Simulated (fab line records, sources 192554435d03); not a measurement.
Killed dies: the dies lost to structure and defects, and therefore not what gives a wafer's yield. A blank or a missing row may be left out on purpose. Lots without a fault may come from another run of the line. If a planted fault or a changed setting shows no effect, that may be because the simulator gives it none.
Chamber matching -- flow n5 finfet -- N5_HKMG_FIN_STRIP_89 on rie diel-06: 3 sister chambers
The step strips SOC in N2/H2, time 20 s. 6 wafers are shown with their chamber, then 3 later ones without.

## EACH WAFER AND ITS CHAMBER
wafer,chamber,showerhead plenum p Torr (Torr),drypump motor current A (A)
L077.6,3,3.29,4.9
L079.1,3,3.29,4.9
L082.1,2,3.27,5.2
L082.6,0,3.48,5.0
L087.1,2,3.26,5.2
L087.3,0,3.48,5.1

## WAFERS WITHOUT THEIR CHAMBER
wafer,showerhead plenum p Torr (Torr),drypump motor current A (A)
L089.3,3.26,5.2
L096.1,3.27,4.9
L096.6,3.25,5.2

## WHICH CHAMBER EACH ONE RAN IN
wafer,from the rows above,in truth
L089.3,2,2
L096.1,3,3
L096.6,2,2
3 of 3 placed correctly. Not placeable from these rows: 0. Wrongly placed: 0.
How it was worked out, from the rows above alone: a wafer's distance from a chamber is the root of the sum, over the readings, of the square of ((its reading less the chamber's mean) divided by the reading's scatter). The wafer belongs to the nearest chamber; if the next one is less than 2 further off, it can't be placed. The mean given for a chamber averages the wafers shown for that chamber. The scatter: the root of (the sum of the squares of (reading less its chamber's mean) over the shown wafers, divided by (wafers less chambers)).
